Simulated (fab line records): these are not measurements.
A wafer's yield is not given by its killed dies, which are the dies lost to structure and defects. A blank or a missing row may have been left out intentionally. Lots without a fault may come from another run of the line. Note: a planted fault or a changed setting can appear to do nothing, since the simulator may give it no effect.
8D (eight disciplines) problem report, filled in by code + flow n5-finfet + the parts of the form that need people (team, actions taken, sign-off) are left out

## 1. PROBLEM STATEMENT
A mean of 204.3 nm is read at N5_HKMG_FIN_CD_MEAS_49 for cd-nm, taken on 1 wafer of 1 lot, against 201.2 nm (standard deviation 0.72) on wafers free of any fault. Relative to the usual mean, that is a shift of +4.3 standard deviations.
The step: target cd 202 nm.
Seen first at day 8 12:58 on cd-sem-02, wafer L790.3. Wafers with a number at this step in the record: 15, from 5 lots. Rule for "out", or "out of limits": more than 4 standard deviations from the usual mean. The other wafers with a number count as sound.

## 2. WHAT THIS IS AND IS NOT
| question                    | is               | is not                                                                   |
|-----------------------------|------------------|--------------------------------------------------------------------------|
| which readings at this step | cd-nm            | -                                                                        |
| which lots                  | L790             | L775, L783, L793, L795                                                   |
| which wafers of those lots  | L790.3           | L790.4, L790.6                                                           |
| read on which gauges        | cd-sem-02        | cd-sem-01                                                                |
| when                        | from day 8 12:58 | up to then (8 sound wafers); but 6 sound wafers of L793, L795 came after |

## 3. THE SUSPECTS, EACH WITH WHAT RULES IT OUT
Counting: if a tool at a process step up to the reading ran every lot that is out, it stays a suspect. Sound lots after the first of them don't rule it out here, since some wafers of a struck lot are sound.
- the gauge at N5_HKMG_FIN_CD_MEAS_49: kept. All the wafers that are out were read on cd-sem-02, and no step on other tools shows them out.
- ald-hk-03 at N5_HKMG_FIN_HK_ALD_01 (deposits HfO2, target thk 1.6 nm, pulse time 3 s, purge time 3 s): kept. It ran the lot that is out, L790 (day 8 11:52); its last sound lot up to then is L775 (day 4 23:14).
- rtp-anneal-01 at N5_HKMG_FIN_HK_ANNEAL_02 (time 30 s): kept. It ran the lot that is out, L790 (day 8 12:14); its last sound lot up to then is L783 (day 6 19:58).
- ald-hk-01 at N5_HKMG_FIN_ALD_74 (deposits La2O3, target thk 0.5 nm, pulse time 6 s, co reactant pulse time 1 s): kept. It ran the lot that is out, L790 (day 8 12:24); its last sound lot up to then is L775 (day 4 23:39).
- litho-track-04 at N5_HKMG_FIN_PEB_47 (peb time 60 s): kept. It ran the lot that is out, L790 (day 8 12:53); its last sound lot up to then is L775 (day 5 00:00).
- Within ald-hk-03 at N5_HKMG_FIN_HK_ALD_01: the wafers that are out ran in chamber 3; their sound lot-mates ran in chambers 1, 2.
- Within ald-hk-01 at N5_HKMG_FIN_ALD_74: the wafers that are out ran in chamber 1; their sound lot-mates ran in chambers 0, 2.
Left after counting: ald-hk-03 at N5_HKMG_FIN_HK_ALD_01, rtp-anneal-01 at N5_HKMG_FIN_HK_ANNEAL_02, ald-hk-01 at N5_HKMG_FIN_ALD_74, litho-track-04 at N5_HKMG_FIN_PEB_47, cd-sem-02 at N5_HKMG_FIN_CD_MEAS_49.

## 4. THE CAUSE (what the simulator had put in)
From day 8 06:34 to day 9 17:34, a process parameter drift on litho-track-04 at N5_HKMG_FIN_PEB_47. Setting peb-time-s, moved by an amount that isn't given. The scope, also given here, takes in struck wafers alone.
Counting leaves 5 suspects; this tool is one of them.

## 5. THE EFFECT CHAIN, in route order
One row per reading whose mean, taken over the struck wafers that have a number, lies over 3 standard deviations from the usual. Scope: only readings with a usual standard deviation given in the record; hours: median across lots of the time from each lot's start at the first step in this table that gives one to its start at this step; sigmas: change in usual standard deviations.
| hours | step                   | reading | usual    | on struck wafers | change | sigmas |
|-------|------------------------|---------|----------|------------------|--------|--------|
| 0     | N5_HKMG_FIN_CD_MEAS_49 | cd-nm   | 201.2 nm | 204.3            | +3.1   | +4.3   |
At these later measuring or inspecting steps, every struck wafer for which the step has a row has a number for every such reading, and none has moved that far: N5_HKMG_FIN_OVL_MEAS_50, N5_HKMG_FIN_INSPECT_61.

## 6. WHAT WOULD HAVE CAUGHT IT SOONER
6 hours passed between the start of the fault at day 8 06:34 and the first reading out of limits at a measuring or inspecting step in this record, taken at day 8 12:58.
The start of N5_HKMG_FIN_PEB_47 on litho-track-04 came by day 8 12:58 for every one of the lots that are out (1). Tool hold at that time: it would have spared none of them.
